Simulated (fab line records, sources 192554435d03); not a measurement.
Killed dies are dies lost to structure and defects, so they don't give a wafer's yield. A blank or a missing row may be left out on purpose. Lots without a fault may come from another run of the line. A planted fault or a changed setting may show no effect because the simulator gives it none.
fab line records | flow n5_finfet
record lots=5 wafers=15 last_day=18
route steps=1938 shown BEOL_M4@1099 BEOL_M5@1112 BEOL_M15@1809 PASSIVATION@1936
lots that met no fault: from a run of the same line without faults
start_h: hours from the record's first day to the start of the lot's first wafer shown | wait_h: hours since the lot's step before | " the same as in the row above | L1.1+2: a row that stands for several wafers | - no value, or no start given | * or withheld: withheld | < > ~ a bound
route shown NAME@n: a module of which the file shows steps, and the number in the route of the first | usual: mean/standard deviation of fault-free wafers | same: alike in all rows | chamber/n: place in a boat | sites: the reading at each site | _std_site: their standard deviation | _edge_site: outer sites' mean less inner sites' | radius_mm: how far each site lies from the wafer's centre | mask NAME#n: copy n | behind: the tool/chamber that last shaped the wafer | hold: why the lot was held/for how many hours/how that ended | device: the transistor (n, p or np) that didn't switch | end of line: the same wafers' tests at the end of the route | a step without rows: its recipe alone | killed: dies lost to structure and defects at the first sort, not the wafer's yield | map: a wafer's dies, x killed, . not, _ none there
set.NAME: the setting as run; set.NAME@STEP: as run at that earlier step | model.NAME: the simulator's own value behind a step, which no gauge read
lots at some steps of the route; a table a step, a row a wafer
services: from which hour (start_h, from the record's first day; less than 0 if before it) a tool's chamber was out of use, for how many hours, and why
## steps
# step N5_BEOL_M4_ANNEAL_95
# recipe temp_c=400 time_s=240 ambient=vacuum
# step N5_BEOL_M4_SPUTTER_96
# recipe material=Cu target_thk_a=45 temp_c=-20 chamber_pressure_pa=0.07 power_w=withheld time_s=8.29
# step N5_BEOL_M4_ECD_50
# recipe material=Cu target_thk_a=3000
# step N5_BEOL_M4_ANNEAL_51
# recipe temp_c=225 time_s=90 ambient=N2
# step N5_BEOL_M4_CMP_52
# recipe stop_on=SiOC t_overpolish_s=6.8 down_force_psi=1 platen_rpm=50 clearing_platen_down_force_psi=1.5 clearing_platen_rpm=50 post_cmp_clean=cu_alkaline target_thk_nm=40 clearing_platen_pad_velocity_m_s=0.99484 pad_velocity_m_s=0.99484
# step N5_BEOL_M4_PRE_CLEAN_60
# recipe gas=NH3/H2 time_s=15 temp_c=* rf_power_w=300
# step N5_BEOL_M4_CO_CAP_55
# recipe material=Co target_thk_a=20 temp_c=200 precursor=CCTBA/H2 pressure_torr=30 time_s=102.1
# step N5_BEOL_M4_PRE_CLEAN_56
# recipe gas=NH3 time_s=15 temp_c=withheld rf_power_w=300
# step N5_BEOL_M4_DEP_57
# recipe material=SiCN target_thk_a=80 temp_c=withheld precursor=3MS/NH3 pressure_torr=3 rf_w=202 time_s=14
# step N5_BEOL_M4_RC_MEAS_101
# usual DIBL_N=36.3/2.2 DIBL_P=36.0/2.4 IOFF_N=0.16/0.042 IOFF_P=0.22/0.041 ION_N=672/14 ION_P=462/7.9 SS_N=71.7/0.76 SS_P=73.3/0.72 VT_N=250/3.6 VT_P=-249/3
# columns lot.wafer tool chamber start_h wait_h DIBL_N[mV/V] DIBL_P[mV/V] IOFF_N[nA/um] IOFF_P[nA/um] ION_N[uA/um] ION_P[uA/um] SS_N[mV/dec] SS_P[mV/dec] VT_N[mV] VT_P[mV]
L201.2 prober-02 0 249.84 0.2 36.3 37.3 0.21 0.30 674 472 72.5 73.7 247 -243
L201.3 " 0 " " 30.9 30.9 0.10 0.18 655 463 70.6 72.4 256 -248
L201.4 " 0 " " 31.3 31.8 0.11 0.19 669 470 71.0 72.7 252 -251
L200.2 prober-02 0 266.07 0.2 33.7 35.6 0.13 0.21 661 466 70.9 72.8 253 -248
L200.4 " 0 " " 32.2 33.7 0.11 0.18 659 461 70.5 73.8 255 -250
L200.6 " 0 " " 36.8 39.1 0.18 0.25 672 465 72.0 74.0 248 -251
L203.1 prober-01 0 269.53 0.0 33.7 33.3 0.11 0.15 661 456 70.8 72.6 257 -256
L203.5 " 0 " " 33.9 32.6 0.11 0.15 644 437 71.5 72.1 253 -253
L203.6 " 0 " " 31.5 30.9 0.09 0.13 651 452 70.0 71.6 256 -256
L202.3 prober-01 0 285.80 0.3 34.3 31.1 0.11 0.15 652 451 70.7 73.0 254 -255
L202.4 " 0 " " 42.5 39.2 0.32 0.30 680 469 74.0 74.4 243 -246
L202.6 " 0 " " 38.5 36.7 0.19 0.24 682 466 72.0 74.3 246 -248
L208.1 prober-01 0 316.51 0.0 35.7 34.4 0.14 0.16 673 451 70.6 72.0 249 -257
L208.3 " 0 " " 39.9 40.0 0.23 0.26 690 457 72.3 73.8 244 -248
L208.4 " 0 " " 38.0 37.6 0.17 0.20 668 452 72.6 73.6 250 -256
# step N5_BEOL_M5_ILD_DEP_00
# recipe material=SiCOH_lowk target_thk_a=1406.4 temp_c=300 precursor=DEMS/porogen pressure_torr=5 rf_w=500 time_s=25.9
# step N5_BEOL_M5_CURE_79
# recipe temp_c=385 time_s=240 ambient=He/Ar material=SiCOH_lowk
# step N5_BEOL_M5_PECVD_70
# recipe material=SiO2 target_thk_a=160 temp_c=400 precursor=TEOS/O2 pressure_torr=5.5 rf_w=450 teos_flow_sccm=53.8 gas=O2 flow_sccm=3000 time_s=18
# step N5_BEOL_M5_HM_DEP_02
# recipe material=TiN target_thk_a=200 temp_c=25 chamber_pressure_pa=0.49996
# step N5_BEOL_M5_COAT_59
# recipe resist=SOC temp_c=250 time_s=60 spin_rpm=1500 resist_thk_nm=60
# step N5_BEOL_M5_COAT_60
# recipe resist=SiARC temp_c=220 time_s=60 spin_rpm=1500 resist_thk_nm=12
# step N5_BEOL_M5_COAT_71
# recipe resist=underlayer temp_c=205 time_s=60 spin_rpm=1500 resist_thk_nm=5
# step N5_BEOL_M5_COAT_05
# recipe resist=CAR-EUV spin_rpm=1500 resist_thk_nm=30
# step N5_BEOL_M5_EBR_07
# recipe solvent=PGMEA ebr_width_mm=1.5
# step N5_BEOL_M5_SOFTBAKE_06
# recipe temp_c=110 time_s=60 resist=CAR-EUV
# step N5_BEOL_M5_EXPOSE_08
# recipe mask_id=M5 na=0.33 source_shape=annular sigma_inner=0.4 sigma_outer=0.8 polarization=unpolarized target_cd_nm=28 dose_mj=35.75
# step N5_BEOL_M5_PEB_09
# recipe peb_temp_c=100 peb_time_s=60 resist=CAR-EUV
# step N5_BEOL_M5_DEVELOP_10
# recipe develop_time_s=30 developer=TMAH resist=CAR-EUV rinse_liquid=surfactant_rinse dry=air_spin dev_temp_c=23
# step N5_BEOL_M5_DESCUM_16
# recipe chemistry=O2 time_s=7 source_power_w=50 bias_power_w=20 pressure_mtorr=20 rf_frequency_hz=2.712e+07 temp_c=40 resist=CAR-EUV o2_flow_sccm=225
# step N5_BEOL_M5_ETCH_72
# recipe chemistry=N2/H2 target=underlayer target_depth_a=65 mask_material=CAR-EUV time_s=5.2 ion_energy_ev=200 pressure_mtorr=30 source_w=840 bias_w=150 n2_flow_sccm=200 h2_flow_sccm=200 ends=cleared
# step N5_BEOL_M5_ETCH_61
# recipe chemistry=CF4 target=SiARC target_depth_a=156 mask_material=CAR-EUV time_s=26 ion_energy_ev=80 pressure_mtorr=40 source_w=545 bias_w=36 Ar_flow_sccm=100 cf4_flow_sccm=100 ends=cleared
# step N5_BEOL_M5_ETCH_62
# recipe chemistry=N2/H2 target=SOC target_depth_a=750 overetch_a=150 mask_material=SiARC temp_c=40 time_s=112.5 ion_energy_ev=200 pressure_mtorr=30 source_w=840 bias_w=150 n2_flow_sccm=200 h2_flow_sccm=200
# step N5_BEOL_M5_STRIP_63
# recipe chemistry=N2/H2 temp_c=40 n2_flow_sccm=200 h2_flow_sccm=200 rf_frequency_hz=6e+07
# step N5_BEOL_M5_STRIP_73
# recipe chemistry=N2/H2 temp_c=40 n2_flow_sccm=200 h2_flow_sccm=200 rf_frequency_hz=6e+07
# step N5_BEOL_M5_STRIP_64
# recipe chemistry=CF4 resist=SiARC power_w=300 bias_power_w=75 pressure_mtorr=50 cf4_flow_sccm=150 rf_frequency_hz=6e+07
# step N5_BEOL_M5_HM_OPEN_17
# recipe chemistry=Cl2/BCl3 target_depth_a=200 overetch_a=60 target=TiN mask_material=SOC ion_energy_ev=150 pressure_mtorr=10 icp_w=1000 bias_w=126 Cl2_flow_sccm=53.25 bcl3_flow_sccm=21.75 Ar_flow_sccm=25
# step N5_BEOL_M5_STRIP_19
# recipe chemistry=O2 power_w=400 temp_c=40 pressure_mtorr=30 rf_frequency_hz=6e+07 bias_power_w=0 overash_fraction=0.2 o2_flow_sccm=225
# step N5_BEOL_M5_COAT_65
# recipe resist=SOC temp_c=250 time_s=60 spin_rpm=1500 resist_thk_nm=60
# step N5_BEOL_M5_COAT_66
# recipe resist=SiARC temp_c=220 time_s=60 spin_rpm=1500 resist_thk_nm=12
# step N5_BEOL_M15_TRENCH_ETCH_34
# recipe chemistry=C4F8/O2/Ar target=SiO2 target_depth_a=8729.3 he_inner_torr=15 he_outer_torr=30 time_s=199 ion_energy_ev=800 pressure_mtorr=20 source_w=1905 bias_w=2040 Ar_flow_sccm=400 C4F8_flow_sccm=16 O2_flow_sccm=12
# usual C4F8_flow_sccm=16.01/0.051 O2_flow_sccm=12.00/0.041 bias_w=2040/5.9 drypump_motor_current_A=5.5/0.49 he_outer_torr=30.01/0.062 oes_f_703_au=0.78/0.066 oes_product_au=0.79/0.074 rf_vpp_V=2220/32 showerhead_plenum_p_Torr=3.44/0.078 throttle_valve_pct=30.95/0.2
# columns lot.wafer tool chamber start_h wait_h C4F8_flow_sccm O2_flow_sccm bias_w drypump_motor_current_A he_outer_torr oes_f_703_au oes_product_au rf_hours_counter_h rf_vpp_V showerhead_plenum_p_Torr throttle_valve_pct model.coat_of_BEOL_M15_COAT_22.thk_nm
L201.2 rie_diel-04 3 340.11 0.0 - - - - - - - - - - - 717.6
L201.3 " 2 " " - - - - - - - - - - - 716.4
L201.4 " 0 " " - - - - - - - - - - - 714.8
L200.2 rie_diel-02 3 343.79 0.0 - - - - - - - - - - - 718.6
L200.4 " 1 " " - - - - - - - - - - - 718.6
L200.6 " 2 " " - - - - - - - - - - - 718.8
L203.1 rie_diel-06 0 350.05 0.0 - - - - - - - - - - - 715.6
L203.5 " 1 " " - - - - - - - - - - - 717.2
L203.6 " 2 " " - - - - - - - - - - - 719.8
L202.3 rie_diel-02 2 370.40 0.0 15.99 12.02 2044 6.4 29.94 0.84 0.85 61 2237 3.52 31.15 540.2
L202.4 " 1 " " 16.07 12.05 2046 5.8 29.98 0.75 0.74 194 2200 3.39 30.73 542.6
L202.6 " 0 " " 16.03 12.04 2044 5.3 29.92 0.94 0.97 - 2203 3.37 30.72 543.6
L208.1 rie_diel-06 0 416.19 0.0 15.96 11.92 2045 4.9 30.07 0.85 0.85 39 2190 3.38 30.48 540.8
L208.3 " 1 " " 15.93 12.12 2041 5.5 29.95 0.71 0.70 238 2205 3.53 31.19 540.4
L208.4 " 2 " " 15.98 12.02 2048 5.7 30.10 0.72 0.69 227 2237 3.38 31.19 546.6
# step N5_BEOL_M15_CMP_49
# recipe stop_on=SiO2 t_overpolish_s=4.9 down_force_psi=2 platen_rpm=80 clearing_platen_down_force_psi=2 clearing_platen_rpm=80 post_cmp_clean=cu_alkaline target_thk_nm=850 clearing_platen_pad_velocity_m_s=1.5917 pad_velocity_m_s=1.5917
# usual motor_current_A=7.7/1.1
# columns lot.wafer tool chamber start_h wait_h motor_current_A model.Cu_of_BEOL_M15_ECD_47.thk_nm
L201.2 cmp-01 1 343.33 0.2 7.5 0.4
L201.4 " 3 " " 8.5 1.6
L201.3 " 0 " " 9.1 0.2
L200.4 cmp-04 3 346.78 0.1 6.3 0
L200.2 " 2 " " 8.4 1.6
L200.6 " 3 " " 6.2 0
L203.1 cmp-03 0 357.63 0.3 7.2 1.2
L203.6 " 2 " " 7.2 0.8
L203.5 " 3 " " 9.1 2.4
L202.4 cmp-01 1 380.88 0.2 8.1 845.6
L202.3 " 0 " " 8.7 852.8
L202.6 " 2 " " 8.6 845.8
L208.1 cmp-04 2 420.23 0.3 8.5 842
L208.4 " 3 " " 5.9 820.6
L208.3 " 0 " " 6.2 842
# step N5_PASSIVATION_PROBE_49
# usual defect_limited_yield=91.3/1.7 killed_at_M0_to_M3=33/9.9 killed_at_M4_up=14/6.4 killed_at_contacts=12/7 killed_at_front_end=41/13 killed_at_other=3.1/2.9 killed_dies=103/20 killed_on_rim=13/4 killed_open=67/14 killed_short=34/9.4 sort_bin_4_leakage=0.03/0.24 sort_bin_5_function=5.1/1.1 sort_bin_6_memory=3.2/0.79 sort_bin_8_speed=0.02/0.15 sort_n_pass=1077/21 sort_yield_pct=91.2/1.7
# same gross_dies=1180 killed_at_back_side=0
# columns lot.wafer tool chamber start_h wait_h defect_limited_yield[%] killed_at_M0_to_M3 killed_at_M4_up killed_at_contacts killed_at_front_end killed_at_other killed_dies killed_on_rim killed_open killed_short sort_bin_4_leakage[%] sort_bin_5_function[%] sort_bin_6_memory[%] sort_bin_8_speed[%] sort_n_pass sort_yield_pct[%]
L201.2 prober-01 - 362.36 0.1 0 26 1099 6 37 12 1180 152 53 34 0 97.3 2.4 0 0 0
L201.3 prober-01 - 362.41 0.1 0 22 1130 11 14 3 1180 152 51 16 0 98.2 1.7 0 0 0
L201.4 prober-01 - 362.46 0.2 0 20 1104 9 39 8 1180 152 61 24 0 96.9 2.8 0 0 0
L200.2 prober-01 - 362.93 0.1 0 39 1018 30 89 4 1180 152 116 63 0 93.8 5.8 0 0 0
L200.4 prober-01 - 363.03 0.2 0 45 1079 13 39 4 1180 152 66 41 0 95.8 3.9 0 0 0
L200.6 prober-01 - 363.13 0.3 0 57 1025 25 62 11 1180 152 102 64 0 93.7 5.8 0 0 0
L203.1 prober-02 - 378.20 0.0 0 40 1077 11 48 4 1180 152 70 41 0 95.8 3.6 0 0 0
L203.5 prober-02 - 378.40 0.2 0 28 1098 4 49 1 1180 152 60 34 0 96.2 2.9 0 0 0
L203.6 prober-02 - 378.45 0.3 0 39 1094 10 34 3 1180 152 71 26 0 96.4 3.2 0 0 0
L202.3 prober-02 - 395.21 0.1 91.7 15 15 17 48 3 98 19 60 35 0 4.3 3.6 0.08 1082 91.7
L202.4 prober-02 - 395.26 0.2 91.9 29 8 15 36 7 95 13 57 36 1.19 5.0 2.5 0 1071 90.8
L202.6 prober-02 - 395.36 0.3 93.7 25 8 12 27 2 74 10 49 23 0 4.2 1.9 0 1106 93.7
L208.1 prober-01 - 437.68 0.0 92.0 25 16 10 42 1 94 14 68 24 0 5.6 2.3 0 1086 92.0
L208.3 prober-01 - 437.78 0.1 91.4 26 6 17 49 3 101 8 60 40 0 5.3 2.7 0 1079 91.4
L208.4 prober-01 - 437.83 0.2 92.0 23 17 8 43 3 94 15 68 26 0 4.7 3.0 0 1086 92.0
# killed by level:class
L201.2 BEOL_M15:area_etch=1090 GATE_CUT:geometric_particle:short=8 FIN_SAQP:geometric_particle:open=7 BEOL_M3:geometric_particle:open=7 STI_FIN_REVEAL:geometric_particle:open=7 BEOL_M0_SAQP:geometric_particle:open=6 MOL_CONTACT_COAG:geometric_particle:open=5 STARTING-WAFER:geometric_particle:open=4
L201.3 BEOL_M15:area_etch=1112 MOL_CONTACT_COAG:geometric_particle:open=9 BEOL_M1:geometric_particle:open=7 BEOL_M5:geometric_particle:open=6 FIN_SAQP:geometric_particle:open=5 BEOL_M4:geometric_particle:open=5 BEOL_M0_SAQP:geometric_particle:short=4 DUMMY_GATE:geometric_particle:open=3
L201.4 BEOL_M15:area_etch=1094 FIN_SAQP:geometric_particle:open=12 MOL_CONTACT_COAG:geometric_particle:open=8 STI_FIN_REVEAL:geometric_particle:open=7 BEOL_M1:geometric_particle:open=6 GATE_CUT:geometric_particle:open=5 BEOL_M0_SAQP:geometric_particle:open=4 PASS1_CAP:geometric_particle:short=4
L200.2 BEOL_M15:area_etch=1000 STI_FIN_REVEAL:geometric_particle:open=37 MOL_CONTACT_COAG:geometric_particle:open=24 FIN_SAQP:geometric_particle:short=11 FIN_SAQP:geometric_particle:open=10 GATE_CUT:geometric_particle:short=9 BEOL_M0_SAQP:geometric_particle:short=8 STI_FIN_REVEAL:geometric_particle:short=7
L200.4 BEOL_M15:area_etch=1072 BEOL_M2:geometric_particle:open=16 GATE_CUT:geometric_particle:short=13 MOL_CONTACT_COAG:geometric_particle:open=10 BEOL_M3:geometric_particle:open=7 STI_FIN_REVEAL:geometric_particle:open=5 BEOL_M0_SAQP:geometric_particle:short=5 BEOL_M1:geometric_particle:open=5
L200.6 BEOL_M15:area_etch=1013 BEOL_M0_SAQP:geometric_particle:short=20 STI_FIN_REVEAL:geometric_particle:open=20 MOL_CONTACT_COAG:geometric_particle:open=20 BEOL_M0_SAQP:geometric_particle:open=14 FIN_SAQP:geometric_particle:open=9 FIN_SAQP:geometric_particle:short=9 GATE_CUT:geometric_particle:short=7
L203.1 BEOL_M15:area_etch=1064 BEOL_M0_SAQP:geometric_particle:short=16 STI_FIN_REVEAL:geometric_particle:open=13 FIN_SAQP:geometric_particle:open=12 MOL_CONTACT_COAG:geometric_particle:open=10 BEOL_M0_SAQP:geometric_particle:open=9 BEOL_M3:geometric_particle:open=9 FIN_SAQP:geometric_particle:short=6
L203.5 BEOL_M15:area_etch=1081 STI_FIN_REVEAL:geometric_particle:open=14 FIN_SAQP:geometric_particle:short=13 BEOL_M3:geometric_particle:open=9 FIN_SAQP:geometric_particle:open=8 BEOL_M0_SAQP:geometric_particle:short=7 BEOL_M0_SAQP:geometric_particle:open=5 MOL_CONTACT_COAG:geometric_particle:open=4
L203.6 BEOL_M15:area_etch=1082 BEOL_M0_SAQP:geometric_particle:open=11 MOL_CONTACT_COAG:geometric_particle:open=10 BEOL_M0_SAQP:geometric_particle:short=10 BEOL_M4:geometric_particle:open=8 FIN_SAQP:geometric_particle:open=7 DUMMY_GATE:geometric_particle:open=5 BEOL_M3:geometric_particle:open=5
L202.3 FIN_SAQP:geometric_particle:short=19 MOL_CONTACT_COAG:geometric_particle:open=14 FIN_SAQP:geometric_particle:open=12 BEOL_M4:geometric_particle:open=8 BEOL_M2:geometric_particle:open=5 STARTING-WAFER:geometric_particle:open=5 GATE_CUT:geometric_particle:short=4 BEOL_M0_SAQP:geometric_particle:open=4
L202.4 MOL_CONTACT_COAG:geometric_particle:open=14 GATE_CUT:geometric_particle:short=9 FIN_SAQP:geometric_particle:open=7 BEOL_M0_SAQP:geometric_particle:short=7 BEOL_M0_SAQP:geometric_particle:open=7 BEOL_M2:geometric_particle:open=6 FIN_SAQP:geometric_particle:short=5 BEOL_M4:geometric_particle:open=4
L202.6 MOL_CONTACT_COAG:geometric_particle:open=11 BEOL_M0_SAQP:geometric_particle:open=8 FIN_SAQP:geometric_particle:short=6 FIN_SAQP:geometric_particle:open=4 BEOL_M2:geometric_particle:open=4 GATE_CUT:geometric_particle:open=3 STI_FIN_REVEAL:geometric_particle:open=3 BEOL_M3:geometric_particle:open=3
L208.1 FIN_SAQP:geometric_particle:open=16 FIN_SAQP:geometric_particle:short=9 STI_FIN_REVEAL:geometric_particle:open=9 MOL_CONTACT_COAG:geometric_particle:open=8 BEOL_M0_SAQP:geometric_particle:open=8 BEOL_M0_SAQP:geometric_particle:short=7 BEOL_M4:geometric_particle:open=6 BEOL_M2:geometric_particle:open=4
L208.3 MOL_CONTACT_COAG:geometric_particle:open=14 STI_FIN_REVEAL:geometric_particle:open=13 BEOL_M0_SAQP:geometric_particle:short=11 FIN_SAQP:geometric_particle:open=9 FIN_SAQP:geometric_particle:short=8 STARTING-WAFER:geometric_particle:short=5 DUMMY_GATE:geometric_particle:open=3 MOL_CONTACT_COAG:geometric_particle:short=3
L208.4 FIN_SAQP:geometric_particle:open=14 STI_FIN_REVEAL:geometric_particle:open=9 BEOL_M0:geometric_particle:open=6 MOL_CONTACT_COAG:geometric_particle:open=5 BEOL_M0_SAQP:geometric_particle:short=5 GATE_CUT:geometric_particle:short=4 BEOL_M0_SAQP:geometric_particle:open=4 BEOL_M1:geometric_particle:open=4
# map L200.2 (x killed, . not)
_________________xxxxxxxxxxxx________________
______________xxxxxxxxxxxxxxxxxx_____________
___________xxxxxxxxxxxxxxxxxxxxxxxx__________
__________xxxxxxxxxxxxxxxxxxxxxxxxxx_________
________xxxxxxxxxxxxxxxxxxxxxxxxxxxxxx_______
_______xxxxxxxxxxxxxxxxxxxxxxxxxxxxxxxx______
______xxxxxxxxxxxxxxxxxxxxxxxxxxxxxxxxxx_____
_____xxxxxxxxxxxxxxxxxxxxxxxxxxxxxxxxxxxx____
____xxxxxxxxxxxxxxxxxxxxxxxxxxxxxxxxxxxxxx___
___xxxxxxxxxxxxxxxxxxxxxxxxxxxxxxxxxxxxxxxx__
___xxxxxxxxxxxxxxxxxxxxxxxxxxxxxxxxxxxxxxxx__
__xxxxxxxxxxxxxxxxxxxxxxxxxxxxxxxxxxxxxxxxxx_
__xxxxxxxxxxxxxxxxxxxxxxxxxxxxxxxxxxxxxxxxxx_
_xxxxxxxxxxxxxxxxxxxxxxxxxxxxxxxxxxxxxxxxxxxx
_xxxxxxxxxxxxxxxxxxxxxxxxxxxxxxxxxxxxxxxxxxxx
_xxxxxxxxxxxxxxxxxxxxxxxxxxxxxxxxxxxxxxxxxxxx
_xxxxxxxxxxxxxxxxxxxxxxxxxxxxxxxxxxxxxxxxxxxx
_xxxxxxxxxxxxxxxxxxxxxxxxxxxxxxxxxxxxxxxxxxxx
_xxxxxxxxxxxxxxxxxxxxxxxxxxxxxxxxxxxxxxxxxxxx
_xxxxxxxxxxxxxxxxxxxxxxxxxxxxxxxxxxxxxxxxxxxx
_xxxxxxxxxxxxxxxxxxxxxxxxxxxxxxxxxxxxxxxxxxxx
__xxxxxxxxxxxxxxxxxxxxxxxxxxxxxxxxxxxxxxxxxx_
__xxxxxxxxxxxxxxxxxxxxxxxxxxxxxxxxxxxxxxxxxx_
___xxxxxxxxxxxxxxxxxxxxxxxxxxxxxxxxxxxxxxxx__
___xxxxxxxxxxxxxxxxxxxxxxxxxxxxxxxxxxxxxxxx__
____xxxxxxxxxxxxxxxxxxxxxxxxxxxxxxxxxxxxxx___
_____xxxxxxxxxxxxxxxxxxxxxxxxxxxxxxxxxxxx____
______xxxxxxxxxxxxxxxxxxxxxxxxxxxxxxxxxx_____
_______xxxxxxxxxxxxxxxxxxxxxxxxxxxxxxxx______
________xxxxxxxxxxxxxxxxxxxxxxxxxxxxxx_______
__________xxxxxxxxxxxxxxxxxxxxxxxxxx_________
___________xxxxxxxxxxxxxxxxxxxxxxxx__________
______________xxxxxxxxxxxxxxxxxx_____________
_________________xxxxxxxxxxxx________________
# map L201.2 (x killed, . not)
_________________xxxxxxxxxxxx________________
______________xxxxxxxxxxxxxxxxxx_____________
___________xxxxxxxxxxxxxxxxxxxxxxxx__________
__________xxxxxxxxxxxxxxxxxxxxxxxxxx_________
________xxxxxxxxxxxxxxxxxxxxxxxxxxxxxx_______
_______xxxxxxxxxxxxxxxxxxxxxxxxxxxxxxxx______
______xxxxxxxxxxxxxxxxxxxxxxxxxxxxxxxxxx_____
_____xxxxxxxxxxxxxxxxxxxxxxxxxxxxxxxxxxxx____
____xxxxxxxxxxxxxxxxxxxxxxxxxxxxxxxxxxxxxx___
___xxxxxxxxxxxxxxxxxxxxxxxxxxxxxxxxxxxxxxxx__
___xxxxxxxxxxxxxxxxxxxxxxxxxxxxxxxxxxxxxxxx__
__xxxxxxxxxxxxxxxxxxxxxxxxxxxxxxxxxxxxxxxxxx_
__xxxxxxxxxxxxxxxxxxxxxxxxxxxxxxxxxxxxxxxxxx_
_xxxxxxxxxxxxxxxxxxxxxxxxxxxxxxxxxxxxxxxxxxxx
_xxxxxxxxxxxxxxxxxxxxxxxxxxxxxxxxxxxxxxxxxxxx
_xxxxxxxxxxxxxxxxxxxxxxxxxxxxxxxxxxxxxxxxxxxx
_xxxxxxxxxxxxxxxxxxxxxxxxxxxxxxxxxxxxxxxxxxxx
_xxxxxxxxxxxxxxxxxxxxxxxxxxxxxxxxxxxxxxxxxxxx
_xxxxxxxxxxxxxxxxxxxxxxxxxxxxxxxxxxxxxxxxxxxx
_xxxxxxxxxxxxxxxxxxxxxxxxxxxxxxxxxxxxxxxxxxxx
_xxxxxxxxxxxxxxxxxxxxxxxxxxxxxxxxxxxxxxxxxxxx
__xxxxxxxxxxxxxxxxxxxxxxxxxxxxxxxxxxxxxxxxxx_
__xxxxxxxxxxxxxxxxxxxxxxxxxxxxxxxxxxxxxxxxxx_
___xxxxxxxxxxxxxxxxxxxxxxxxxxxxxxxxxxxxxxxx__
___xxxxxxxxxxxxxxxxxxxxxxxxxxxxxxxxxxxxxxxx__
____xxxxxxxxxxxxxxxxxxxxxxxxxxxxxxxxxxxxxx___
_____xxxxxxxxxxxxxxxxxxxxxxxxxxxxxxxxxxxx____
______xxxxxxxxxxxxxxxxxxxxxxxxxxxxxxxxxx_____
_______xxxxxxxxxxxxxxxxxxxxxxxxxxxxxxxx______
________xxxxxxxxxxxxxxxxxxxxxxxxxxxxxx_______
__________xxxxxxxxxxxxxxxxxxxxxxxxxx_________
___________xxxxxxxxxxxxxxxxxxxxxxxx__________
______________xxxxxxxxxxxxxxxxxx_____________
_________________xxxxxxxxxxxx________________
## services
# columns tool chamber start_h hours kind
cmp-04 - 325.74 2.8 repair
cmp-04 - 335.17 0.3 repair
cmp-01 - 337.59 2.7 repair
rie_diel-06 0 337.93 3.2 repair
rie_diel-04 3 342.35 3.4 repair
rie_diel-02 0 344.87 - clean
rie_diel-02 0 344.87 - consumable_replace:focus_ring
rie_diel-02 0 344.87 15.9 scheduled_down
rie_diel-02 0 344.87 15.9 vent_cycle
rie_diel-02 3 347.28 2.8 repair
cmp-03 - 349.19 5.2 pm
rie_diel-04 0 359.94 1.7 repair
cmp-01 - 365.38 5.4 repair
cmp-04 - 371.89 4.3 pm
cmp-01 - 372.09 3.6 repair
cmp-03 - 375.72 6.1 pm
cmp-03 - 389.39 9.9 pm
rie_diel-04 3 395.94 23.0 repair
rie_diel-04 - 403.75 0.9 repair
rie_diel-04 0 409.11 3.8 repair
rie_diel-04 - 413.19 2.8 pm
cmp-01 - 416.35 11.4 repair
## key
first_sign step=N5_BEOL_M15_TRENCH_ETCH_34 reading=tool_record direction=missing
effect step=N5_PASSIVATION_PROBE_49 reading=killed_at_M4_up direction=up sigmas=99+ usual=14 struck=1080
model_effect step=N5_BEOL_M15_TRENCH_ETCH_34 value=coat_of_BEOL_M15_COAT_22.thk_nm without=542.9 struck=717.5
model_effect step=N5_BEOL_M15_CMP_49 value=Cu_of_BEOL_M15_ECD_47.thk_nm without=848.9 struck=0.9111
more_kills_born_at N5_BEOL_M15_TRENCH_ETCH_34@rie_diel-04=3296 N5_BEOL_M15_TRENCH_ETCH_34@rie_diel-06=3227 N5_BEOL_M15_TRENCH_ETCH_34@rie_diel-02=3085
met_at N5_BEOL_M15_TRENCH_ETCH_34
struck_wafers L200.2,L200.4,L200.6,L201.2,L201.3,L201.4,L203.1,L203.5,L203.6
later_rows_left_out L200.2,L200.4,L200.6,L201.2,L201.3,L201.4,L203.1,L203.5,L203.6
fault kind=skipped_step_whole tool=rie_diel-02,rie_diel-04,rie_diel-06 chamber=- onset_h=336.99 steps=N5_BEOL_M15_TRENCH_ETCH_34 scope=struck_lots_only
# later_rows_left_out: the simulator's readings of these wafers behind a module that went badly wrong aren't trusted and aren't shown, but for the sort
